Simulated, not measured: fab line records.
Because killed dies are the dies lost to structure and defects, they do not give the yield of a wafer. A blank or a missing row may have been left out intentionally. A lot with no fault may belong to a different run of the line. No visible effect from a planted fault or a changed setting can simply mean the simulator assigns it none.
Matching of chambers || flow n5_finfet || N5_BEOL_M14_DESCUM_15 on rie_diel-05: 4 sister chambers
The step chemistry O2, time 7.9 s. 8 wafers are shown with their chamber, then 8 later ones without.

## EACH WAFER AND ITS CHAMBER
{"wafer": "L515.6", "chamber": 3, "drypump_motor_current_A (A)": 5.4, "throttle_valve_pct (%)": 20.92}
{"wafer": "L521.4", "chamber": 0, "drypump_motor_current_A (A)": 6.4, "throttle_valve_pct (%)": 20.02}
{"wafer": "L521.5", "chamber": 1, "drypump_motor_current_A (A)": 6.5, "throttle_valve_pct (%)": 20.36}
{"wafer": "L521.6", "chamber": 2, "drypump_motor_current_A (A)": 6.3, "throttle_valve_pct (%)": 20.66}
{"wafer": "L528.4", "chamber": 3, "drypump_motor_current_A (A)": 5.4, "throttle_valve_pct (%)": 20.59}
{"wafer": "L528.5", "chamber": 0, "drypump_motor_current_A (A)": 6.4, "throttle_valve_pct (%)": 20.04}
{"wafer": "L528.6", "chamber": 1, "drypump_motor_current_A (A)": 6.4, "throttle_valve_pct (%)": 20.41}
{"wafer": "L532.2", "chamber": 2, "drypump_motor_current_A (A)": 6.3, "throttle_valve_pct (%)": 20.31}

## WAFERS WITHOUT THEIR CHAMBER
{"wafer": "L532.4", "drypump_motor_current_A (A)": 5.4, "throttle_valve_pct (%)": 20.58}
{"wafer": "L532.6", "drypump_motor_current_A (A)": 5.4, "throttle_valve_pct (%)": 20.58}
{"wafer": "L534.1", "drypump_motor_current_A (A)": 6.4, "throttle_valve_pct (%)": 20.07}
{"wafer": "L534.2", "drypump_motor_current_A (A)": 6.5, "throttle_valve_pct (%)": 20.44}
{"wafer": "L534.4", "drypump_motor_current_A (A)": 6.3, "throttle_valve_pct (%)": 20.31}
{"wafer": "L535.3", "drypump_motor_current_A (A)": 5.4, "throttle_valve_pct (%)": 20.61}
{"wafer": "L535.4", "drypump_motor_current_A (A)": 6.5, "throttle_valve_pct (%)": 20.44}
{"wafer": "L535.6", "drypump_motor_current_A (A)": 5.4, "throttle_valve_pct (%)": 20.61}

## WHICH CHAMBER EACH ONE RAN IN
{"wafer": "L532.4", "from the rows above": 3, "in truth": 3}
{"wafer": "L532.6", "from the rows above": 3, "in truth": 3}
{"wafer": "L534.1", "from the rows above": 0, "in truth": 0}
{"wafer": "L534.2", "from the rows above": 1, "in truth": 1}
{"wafer": "L534.4", "from the rows above": 2, "in truth": 2}
{"wafer": "L535.3", "from the rows above": 3, "in truth": 3}
{"wafer": "L535.4", "from the rows above": 1, "in truth": 1}
{"wafer": "L535.6", "from the rows above": 3, "in truth": 3}
Correct placement for 8 of the 8. Left unplaced by these rows: 0. Placed wrongly: 0.
How it was worked out, from the rows above alone: a wafer's distance from a chamber is the root of the sum, over the readings, of the square of ((its reading less the chamber's mean) divided by the reading's scatter). The wafer belongs to the nearest chamber; if the next one is less than 2 further off, it can't be placed. A chamber's mean is the mean of its shown wafers. The scatter is the square root of a quotient: the sum, over the shown wafers, of each reading's squared deviation from its chamber's mean, divided by wafers minus chambers.
